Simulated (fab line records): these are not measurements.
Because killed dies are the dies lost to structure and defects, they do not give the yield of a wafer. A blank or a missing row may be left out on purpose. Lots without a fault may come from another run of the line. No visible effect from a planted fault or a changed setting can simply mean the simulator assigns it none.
Matching of chambers ; flow n5 finfet ; N5_BEOL_M6_CURE_74 on uv cure-02: 3 sister chambers
The step cures SiCOH lowk, time 240 s. 6 wafers are shown with their chamber, then 7 later ones without.

## WAFERS PAIRED WITH THEIR CHAMBERS
wafer;chamber;wafer_temp_C_max;lamp power pct (%)
L079.5;2;387.1;52.35
L079.6;2;387.6;52.34
L080.3;0;386.8;52.28
L080.6;0;386.0;52.33
L086.1;1;386.8;52.29
L086.4;1;386.4;52.35

## WAFERS WITHOUT THEIR CHAMBER
wafer;wafer_temp_C_max;lamp power pct (%)
L086.5;386.4;52.34
L088.1;386.4;52.35
L088.4;386.4;52.25
L088.6;386.5;52.38
L095.1;386.0;52.24
L095.3;386.4;52.20
L095.6;386.1;52.30

## WHICH CHAMBER EACH WENT THROUGH
wafer;from the rows above;in truth
L086.5;can't be placed: 1 or 0 or 2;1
L088.1;can't be placed: 1 or 0 or 2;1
L088.4;can't be placed: 0 or 1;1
L088.6;can't be placed: 1 or 2 or 0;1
L095.1;can't be placed: 0 or 1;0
L095.3;can't be placed: 0 or 1 or 2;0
L095.6;can't be placed: 0 or 1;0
0 of 7 placed correctly. Can't be placed from these rows: 7 (the true chamber is among the candidates in 7). Wrongly placed: 0.
How it was worked out, from the rows above alone: a wafer's distance from a chamber is the root of the sum, over the readings, of the square of ((its reading less the chamber's mean) divided by the reading's scatter). The wafer belongs to the nearest chamber; if the next one is less than 2 further off, it can't be placed. A chamber's mean is the mean of its shown wafers. The scatter: the root of (the sum of the squares of (reading less its chamber's mean) over the shown wafers, divided by (wafers less chambers)).
